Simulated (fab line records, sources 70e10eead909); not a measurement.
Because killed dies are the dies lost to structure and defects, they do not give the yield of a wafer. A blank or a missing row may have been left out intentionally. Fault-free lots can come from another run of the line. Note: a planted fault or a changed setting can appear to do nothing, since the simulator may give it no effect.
Matching of chambers | flow nand harc | NHARC_P_M1_DESCUM_14 on rie diel-12 has 4 sister chambers
The step chemistry O2, time 3 s. 8 wafers are shown with their chamber, then 7 later ones without.

## EACH WAFER AND ITS CHAMBER
wafer  | chamber | drypump motor current A (A) | rf vpp V (V)
L385.6 | 3       | 6.1                         | 57.2
L388.5 | 0       | 6.1                         | 56.5
L392.5 | 2       | 6.5                         | 57.9
L394.1 | 1       | 5.5                         | 58.1
L394.4 | 0       | 6.0                         | 59.4
L394.5 | 3       | 6.1                         | 56.8
L398.4 | 1       | 5.5                         | 57.7
L398.5 | 2       | 6.5                         | 59.7

## WAFERS MISSING THEIR CHAMBER
wafer  | drypump motor current A (A) | rf vpp V (V)
L398.6 | 6.2                         | 57.5
L403.1 | 6.5                         | 58.6
L403.2 | 5.5                         | 56.2
L403.3 | 6.1                         | 58.2
L402.2 | 6.1                         | 56.4
L402.3 | 6.1                         | 57.1
L402.6 | 6.2                         | 56.0

## WHICH CHAMBER EACH ONE RAN IN
wafer  | from the rows above     | in truth
L398.6 | can't be placed: 3 or 0 | 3
L403.1 | 2                       | 2
L403.2 | 1                       | 1
L403.3 | can't be placed: 3 or 0 | 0
L402.2 | can't be placed: 3 or 0 | 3
L402.3 | can't be placed: 3 or 0 | 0
L402.6 | can't be placed: 3 or 0 | 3
Correctly placed: 2 of 7. These rows do not allow placing 5 (true chamber among the candidates in 5). 0 placed wrongly.
How it was worked out, from the rows above alone: a wafer's distance from a chamber is the root of the sum, over the readings, of the square of ((its reading less the chamber's mean) divided by the reading's scatter). If the next closest chamber is less than 2 further off than the closest, the wafer can't be placed; otherwise it belongs to the closest. The mean given for a chamber averages the wafers shown for that chamber. The scatter is the square root of a quotient: the sum, over the shown wafers, of each reading's squared deviation from its chamber's mean, divided by wafers minus chambers.
